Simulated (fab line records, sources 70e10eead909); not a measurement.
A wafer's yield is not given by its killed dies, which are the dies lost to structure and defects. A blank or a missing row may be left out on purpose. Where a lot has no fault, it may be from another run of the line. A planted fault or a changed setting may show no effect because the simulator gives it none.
Matching of chambers ; flow nand-harc ; 4 sister chambers for NHARC_A_CHANNEL_HOLE_D1_ETCH_44 on rie-diel-07
The step etches the open film in CF4/O2, target depth 140 nm, overetch 14 nm, time 77 s. 20 wafers are shown with their chamber, then 9 later ones without.

## WAFERS, EACH WITH ITS CHAMBER
wafer;chamber;drypump-motor-current-A (A);rf-vpp-V (V);oes-product-au (a.u.)
L426.1;0;5.4;196.0;0.994
L426.3;1;6.4;199.4;1.010
L426.6;0;5.4;196.6;0.995
L425.3;1;6.3;197.4;1.000
L425.5;2;6.3;196.5;0.993
L425.6;1;6.4;198.2;0.999
L427.1;3;5.2;197.3;1.017
L427.3;2;6.3;197.1;0.974
L427.5;2;6.3;196.0;0.981
L428.1;3;5.2;197.7;1.009
L428.2;2;6.3;197.1;0.980
L428.5;3;5.1;197.8;1.014
L433.4;3;5.2;195.9;0.995
L433.5;2;6.3;198.2;0.989
L433.6;1;6.4;199.0;1.003
L437.1;3;5.2;195.7;1.003
L437.5;2;6.3;197.0;0.993
L439.1;2;6.3;196.6;0.996
L439.3;0;5.5;195.6;1.008
L439.6;2;6.3;197.4;0.997

SIGNATURES (means of the wafers above)
reading;chamber 0;chamber 1;chamber 2;chamber 3;scatter within a chamber
drypump-motor-current-A;5.433;6.375;6.300;5.180;0.0372
rf-vpp-V;196.067;198.500;196.988;196.880;0.788
oes-product-au;0.99900;1.00300;0.98787;1.00760;0.00795
Rule: for each reading, subtract the chamber's mean from the wafer's reading, divide by that reading's scatter and square the result; add these up over the readings and take the root, which gives the wafer's distance from the chamber. The wafer belongs to the nearest chamber; if the next one is less than 2 further off, it can't be placed. The scatter is the square root of a quotient: the sum, over the shown wafers, of each reading's squared deviation from its chamber's mean, divided by wafers minus chambers.

## WAFERS MISSING THEIR CHAMBER
wafer;drypump-motor-current-A (A);rf-vpp-V (V);oes-product-au (a.u.)
L440.1;5.4;194.6;0.999
L440.4;6.4;198.9;0.993
L440.5;6.3;196.1;0.996
L441.1;6.3;198.4;0.994
L441.3;5.4;196.1;0.999
L441.4;5.4;196.5;0.995
L442.2;5.2;196.8;1.008
L442.4;6.3;197.0;0.992
L442.5;5.2;196.5;1.006

## EACH ONE'S CHAMBER
wafer;from the rows above;in truth
L440.1;0;0
L440.4;1;1
L440.5;2;2
L441.1;can't be placed: 2 or 1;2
L441.3;0;0
L441.4;0;0
L442.2;3;3
L442.4;2;2
L442.5;3;3
8 of 9 placed correctly. Not placeable from these rows: 1 (in 1, the candidates include the true chamber). Placed wrongly: 0.
